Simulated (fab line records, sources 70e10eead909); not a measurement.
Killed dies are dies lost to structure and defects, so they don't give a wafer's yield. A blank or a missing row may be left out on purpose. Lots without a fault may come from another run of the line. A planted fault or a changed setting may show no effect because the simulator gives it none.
Chamber matching | flow nand_harc | NHARC_P_BONDPAD_CMP_32 on cmp-02: 4 sister chambers
The step polishes SiCN, target thk 200 nm. 8 wafers are shown with their chamber, then 9 later ones without.

WAFERS WITH THEIR CHAMBER
wafer  | chamber | motor_current_A (A)
L086.4 | 1       | 12.4
L084.4 | 3       | 10.9
L085.1 | 1       | 12.1
L085.3 | 0       | 13.6
L085.5 | 2       | 10.8
L088.3 | 2       | 10.5
L088.4 | 0       | 13.0
L088.6 | 3       | 11.8

WAFERS WITHOUT THEIR CHAMBER
wafer  | motor_current_A (A)
L089.1 | 11.4
L089.5 | 11.6
L089.6 | 10.6
L093.2 | 13.5
L093.4 | 11.7
L093.6 | 10.1
L095.2 | 13.4
L095.4 | 10.9
L095.6 | 10.9

WHICH CHAMBER EACH WENT THROUGH
wafer  | from the rows above          | in truth
L089.1 | can't be placed: 3 or 2 or 1 | 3
L089.5 | can't be placed: 3 or 1 or 2 | 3
L089.6 | can't be placed: 2 or 3      | 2
L093.2 | 0                            | 0
L093.4 | can't be placed: 3 or 1 or 2 | 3
L093.6 | can't be placed: 2 or 3      | 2
L095.2 | 0                            | 0
L095.4 | can't be placed: 2 or 3      | 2
L095.6 | can't be placed: 2 or 3      | 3
Placed correctly: 2 of 9. Can't be placed from these rows: 7 (the true chamber is among the candidates in 7). Placed wrongly: 0.
How it was worked out, from the rows above alone: a wafer's distance from a chamber is the root of the sum, over the readings, of the square of ((its reading less the chamber's mean) divided by the reading's scatter). The wafer belongs to the nearest chamber; if the next one is less than 2 further off, it can't be placed. A chamber's mean is the mean of its shown wafers. The scatter: the root of (the sum of the squares of (reading less its chamber's mean) over the shown wafers, divided by (wafers less chambers)).
